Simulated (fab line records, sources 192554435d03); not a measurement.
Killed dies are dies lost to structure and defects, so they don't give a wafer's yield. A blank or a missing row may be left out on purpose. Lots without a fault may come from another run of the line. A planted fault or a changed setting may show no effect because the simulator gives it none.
Split-lot experiment | flow n5_finfet | 7 lots, 21 wafers read, on a route of 1938 steps

THE SPLIT
At N5_BEOL_M13_SPUTTER_43 (material TaN, target thk 15 nm, time 24.19 s), the setting power_w was moved away from the recipe's 15000 W on 6 of the 21 wafers read, by -11.5% to +5.1%. The other wafers ran this setting at the recipe's value.

The reading is taken at the split's own step.

THE READING
TaN_of_BEOL_M13_SPUTTER_43.thk_nm (the simulator's own value, which no gauge read), in nm, at N5_BEOL_M13_SPUTTER_43 (material TaN, target thk 15 nm, time 24.19 s). The file gives no usual value for it. The 15 wafers here that ran the recipe average 15.0 nm, standard deviation 0.14 nm.

wafer  | tool, chamber at the split | power_w as run, W | against the recipe | TaN_of_BEOL_M13_SPUTTER_43.thk_nm, nm | against lot-mates on the recipe
L075.2 | pvd_sputter-03, -          | 13800             | -8.0%              | 13.6                                  | -1.2
L075.3 | pvd_sputter-03, -          | 15000             | recipe             | 14.8                                  | -
L075.4 | pvd_sputter-03, -          | 15000             | recipe             | 14.8                                  | -
L080.1 | pvd_sputter-02, -          | 13340             | -11.1%             | 13.2                                  | -1.6
L080.6 | pvd_sputter-02, -          | 13340             | -11.1%             | 13.2                                  | -1.6
L080.2 | pvd_sputter-02, -          | 15000             | recipe             | 14.8                                  | -
L084.1 | pvd_sputter-02, -          | 15760             | +5.1%              | 15.8                                  | +0.8
L084.2 | pvd_sputter-02, -          | 15000             | recipe             | 15                                    | -
L084.6 | pvd_sputter-02, -          | 15760             | +5.1%              | 15.6                                  | +0.6
L085.1 | pvd_sputter-01, -          | 15000             | recipe             | 15.2                                  | -
L085.3 | pvd_sputter-01, -          | 15000             | recipe             | 15.2                                  | -
L085.4 | pvd_sputter-01, -          | 15000             | recipe             | 15                                    | -
L088.1 | pvd_sputter-02, -          | 15000             | recipe             | 15                                    | -
L088.2 | pvd_sputter-02, -          | 15000             | recipe             | 15                                    | -
L088.3 | pvd_sputter-02, -          | 15000             | recipe             | 15                                    | -
L092.2 | pvd_sputter-02, -          | 13280             | -11.5%             | 13.2                                  | -1.8
L092.4 | pvd_sputter-02, -          | 15000             | recipe             | 15                                    | -
L092.6 | pvd_sputter-02, -          | 15000             | recipe             | 15                                    | -
L091.2 | pvd_sputter-01, -          | 15000             | recipe             | 15.2                                  | -
L091.3 | pvd_sputter-01, -          | 15000             | recipe             | 15.2                                  | -
L091.4 | pvd_sputter-01, -          | 15000             | recipe             | 15                                    | -

THE FIT
A straight line over all 21 wafers: TaN_of_BEOL_M13_SPUTTER_43.thk_nm changes by +0.16 nm for each +1% of power_w; r = +0.99; the points scatter about the line by 0.13 nm.
The same after taking each lot's own level away (the mean of its wafers on the recipe; 21 wafers): +0.147 nm for each +1%; r = +1.00; scatter 0.069 nm.
On that fit, the largest move of power_w shifts the reading by 1.7 nm.
The lots' own levels span 14.80 to 15.13 nm, that is 2.5 times the standard deviation above.
So the lot-to-lot level changes the slope little: the two slopes agree.
Check: with one of the wafers moved furthest among these (-11.5%) left out of the fit, the line predicts -1.66 nm for it against its lot-mates. It came out at -1.8 nm against them.

OTHER SPLITS ON THESE WAFERS
These wafers also went through other splits before the reading. Each is held against what the fit with the lots' levels taken away leaves over:
other split on the same wafers      | wafers away from the commonest value | r with TaN_of_BEOL_M13_SPUTTER_43.thk_nm (lot level and that fit taken away)
N5_BEOL_M9_EXPOSE_08 dose_mj        | 10                                   | +0.11
N5_BEOL_M10_PEB_26 peb_time_s       | 7                                    | -0.14
N5_BEOL_M10_VIA_ETCH_34 bias_w      | 5                                    | +0.16
N5_BEOL_M11_PEB_26 peb_time_s       | 9                                    | +0.05
N5_BEOL_M11_TRENCH_ETCH_37 source_w | 7                                    | -0.22

THE FILE'S OWN FIT
TaN_of_BEOL_M13_SPUTTER_43.thk_nm changes by +0.15 nm for each +1% of power_w, r = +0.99.
